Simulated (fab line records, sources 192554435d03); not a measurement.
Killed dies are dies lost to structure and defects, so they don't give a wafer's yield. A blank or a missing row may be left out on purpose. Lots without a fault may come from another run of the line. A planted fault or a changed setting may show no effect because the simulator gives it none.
Problem report in the 8D (eight disciplines) form, filled by code | flow n5_finfet | the parts of the form that need people (team, actions taken, sign-off) are left out

1. THE PROBLEM
cf4_flow_sccm at N5_BEOL_M0_SAQP_ETCH_73 reads a mean of 70.2 sccm on 1 wafer of 1 lot; wafers without a fault read 100.0 sccm with a standard deviation of 0.3. That is -99 or more standard deviations from the usual mean.
The step: etches SiARC in CF4, target depth 19.5 nm, time 32.5 s.
First seen on wafer L396.4, day 8 15:07, on rie_diel-02. The record holds 24 wafers of 8 lots with a number at this step. Rule for "out", or "out of limits": more than 4 standard deviations from the usual mean. The other wafers with a number count as sound.

2. WHAT IT IS AND WHAT IT IS NOT
question                    | is                                | is not
which readings at this step | cf4_flow_sccm, throttle_valve_pct | drypump_motor_current_A, etch_rf_on_time_s, oes_product_au, rf_fwd_power_W, rf_vpp_V
which lots                  | L396                              | L384, L385, L388, L389, L402, L403, L406
which wafers of those lots  | L396.4                            | L396.3, L396.6
read on which tools         | rie_diel-02                       | rie_diel-03, rie_diel-05
when                        | from day 8 15:07                  | up to then (14 sound wafers); but 9 sound wafers of L402, L403, L406 came after

3. SUSPECTS, AND WHAT RULES EACH OUT
Counting: a tool at a process step up to the reading stays a suspect if it ran every lot that is out. Sound lots after the first of them don't rule it out here, since some wafers of a struck lot are sound.
- ald_sin-03 at N5_BEOL_M0_SAQP_SPACER2_ALD_26 (deposits SiO2, target thk 15 nm, pulse time 1 s, purge time 2 s): kept. It ran the lot that is out, L396 (day 8 13:53); its last sound lot up to then is L384 (day 5 14:40).
- rie_si-06 at N5_BEOL_M0_SAQP_MANDREL2_REMOVE_110 (chemistry HBr/Cl2/O2, target a-Si, stops on SiCN, bt time 10 s): kept. It ran the lot that is out, L396 (day 8 14:32); its last sound lot up to then is L384 (day 5 15:19).
- rie_diel-02 at N5_BEOL_M0_SAQP_ETCH_88 (etches underlayer in N2/H2, target depth 6.5 nm, time 5.2 s): kept. It ran the lot that is out, L396 (day 8 15:06); its last sound lot up to then is L389 (day 7 06:11).
- rie_diel-02 at N5_BEOL_M0_SAQP_ETCH_73 (etches SiARC in CF4, target depth 19.5 nm, time 32.5 s): kept. It ran the lot that is out, L396 (day 8 15:07); its last sound lot up to then is L389 (day 7 06:12). Its own readings are out on those wafers: cf4_flow_sccm, throttle_valve_pct.
- Within ald_sin-03 at N5_BEOL_M0_SAQP_SPACER2_ALD_26: the wafers that are out ran in chamber 1; their sound lot-mates ran in chambers 0, 2.
- Within rie_si-06 at N5_BEOL_M0_SAQP_MANDREL2_REMOVE_110: the wafers that are out ran in chamber 0; their sound lot-mates ran in chambers 1, 3.
- Within rie_diel-02 at N5_BEOL_M0_SAQP_ETCH_88: the wafers that are out ran in chamber 1; their sound lot-mates ran in chamber 0.
- Within rie_diel-02 at N5_BEOL_M0_SAQP_ETCH_73: the wafers that are out ran in chamber 1; their sound lot-mates ran in chamber 0.
Left after counting: ald_sin-03 at N5_BEOL_M0_SAQP_SPACER2_ALD_26, rie_si-06 at N5_BEOL_M0_SAQP_MANDREL2_REMOVE_110, rie_diel-02 at N5_BEOL_M0_SAQP_ETCH_88, rie_diel-02 at N5_BEOL_M0_SAQP_ETCH_73.

4. THE CAUSE (what the simulator had put in)
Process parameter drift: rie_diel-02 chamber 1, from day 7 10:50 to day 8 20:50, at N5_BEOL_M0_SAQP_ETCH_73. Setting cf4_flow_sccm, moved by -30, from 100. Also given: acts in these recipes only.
Counting left 4 suspects, and this tool is among them.

5. THE CHAIN OF EFFECTS, in route order
Each row: a reading whose mean over the struck wafers that have a number lies more than 3 standard deviations from the usual. Only readings for which the record gives a usual standard deviation are gone through. hours: the time from each lot's start at the first step in this table that gives one to its start at this step, as a median over the lots. sigmas: the change in usual standard deviations.
hours | step                    | reading                  | usual      | on struck wafers | change | sigmas
0     | N5_BEOL_M0_SAQP_ETCH_73 | cf4_flow_sccm            | 100.0 sccm | 70.2             | -29.8  | -99 or more
0     | N5_BEOL_M0_SAQP_ETCH_73 | showerhead_plenum_p_Torr | 2.15 Torr  | 1.96             | -0.19  | -3.2
0     | N5_BEOL_M0_SAQP_ETCH_73 | throttle_valve_pct       | 15.63 %    | 14.01            | -1.62  | -7.4
The process steps in it:
- N5_BEOL_M0_SAQP_ETCH_73: etches SiARC in CF4, target depth 19.5 nm, time 32.5 s.
Later measuring or inspecting steps at which every struck wafer that the step has a row for has a number for every such reading, and none has moved that far: N5_BEOL_M4_RC_MEAS_101.

6. WHAT WOULD HAVE CAUGHT IT SOONER
In this record the first reading out of limits was taken at day 8 15:07, 28 hours after the fault began at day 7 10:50.
